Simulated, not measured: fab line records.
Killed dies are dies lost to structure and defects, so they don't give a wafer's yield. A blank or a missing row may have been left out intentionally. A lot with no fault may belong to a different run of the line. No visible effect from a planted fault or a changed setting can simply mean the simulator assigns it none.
Comparing a struck lot with a sound one | flow nand harc | 14 steps out of a route of 1302
Sound: wafers L101.2, L101.5, L101.6. Wafers struck: L999.3, L999.4, L999.6. The cause is given at the end.
At each step with rows: each side's tool, then ch and its chambers, then its first start. Under that, the readings that differ: sound wafers | struck wafers | difference of the means | sigmas: that difference in standard deviations of wafers without a fault.
alike: readings with means less than 2 such deviations apart, plus words and numbers identical on both sides. not compared: withheld readings, readings lacking a value on some wafer, bounds such as >300 that could conceal the same value, and numbers that have no deviation in the record and whose values overlap.
Wherever a step has rows on one side only, a row that says differs or no value, or a row with sigmas, the two part there. When numbers do not overlap yet have no deviation, they are printed without sigmas and do not part them. A reading that every wafer of one side lacks parts them only if that side has two wafers or more.

first, 8 steps without rows for these wafers: NHARC_A_M0_HMDS_02 (time 30 s); NHARC_A_M0_COAT_33 (time 65 s); NHARC_A_M0_COAT_03 (resist thk 90 nm); NHARC_A_M0_SOFTBAKE_04 (time 55 s); NHARC_A_M0_EBR_05; NHARC_A_M0_EXPOSE_06 (exposes mask A M0, target cd 80 nm); NHARC_A_M0_PEB_07 (peb time 65 s); NHARC_A_M0_DEVELOP_08 (develop time 35 s).
NHARC_A_M0_CD_MEAS_09: the cd target is 80 nm.
  sound on cd sem-03 ch 0, day 30 12:58; struck on cd sem-02 ch 0, day 29 14:15
  reading    | sound          | struck         | difference | sigmas
  cd nm (nm) | 77.7 78.6 79.0 | 79.7 82.0 80.6 | +2.3       | +3
NHARC_A_M0_OVL_MEAS_10: pitch 160 nm.
  sound: overlay-01 at day 30 13:03; struck: overlay-01 at day 29 14:20
  alike: overlay x nm, overlay y nm
NHARC_A_M0_INSPECT_11:
  sound: defect inspect-02 at day 30 13:05; struck: defect inspect-02 at day 29 14:22
  alike: raw defect count
NHARC_A_M0_DESCUM_14: chemistry O2, time 3 s.
  sound on rie diel-01 ch 0,2,3, day 30 13:10; struck on rie diel-13 ch 0,1,3, day 29 14:27
  alike: drypump motor current A, oes product au, rf vpp V, showerhead plenum p Torr, throttle valve pct
  not compared: rf hours counter h
NHARC_A_M0_ETCH_34: etches the open film in N2/H2, target depth 40 nm, overetch 12 nm, time 43.94 s.
  sound on rie diel-01 ch 0,1,2, day 30 13:14; struck on rie diel-13 ch 0,1,2, day 29 14:32
  no value came back on the struck wafers for any of 7 readings (bias w (W), chamber pressure mTorr (mTorr) and others); on the sound wafers bias w (W) reads 150.8 149.4 149.8
  not compared: rf hours counter h
NHARC_A_M0_ETCH_15: etches the open film in C4F8/Ar, target depth 150 nm, overetch 15 nm, time 82.5 s.
  sound on rie diel-01 ch 0,2,3; struck on rie diel-13 ch 1,3, day 29 14:36
  alike: bias w, chamber pressure mTorr, oes product au, rf vpp V
  not compared: rf hours counter h

WHERE THEY PART
First at NHARC_A_M0_CD_MEAS_09; last, within this record, at NHARC_A_M0_ETCH_34. Later steps at which nothing parts them and some readings are alike: NHARC_A_M0_ETCH_15.

WHY: what had been put in by the simulator
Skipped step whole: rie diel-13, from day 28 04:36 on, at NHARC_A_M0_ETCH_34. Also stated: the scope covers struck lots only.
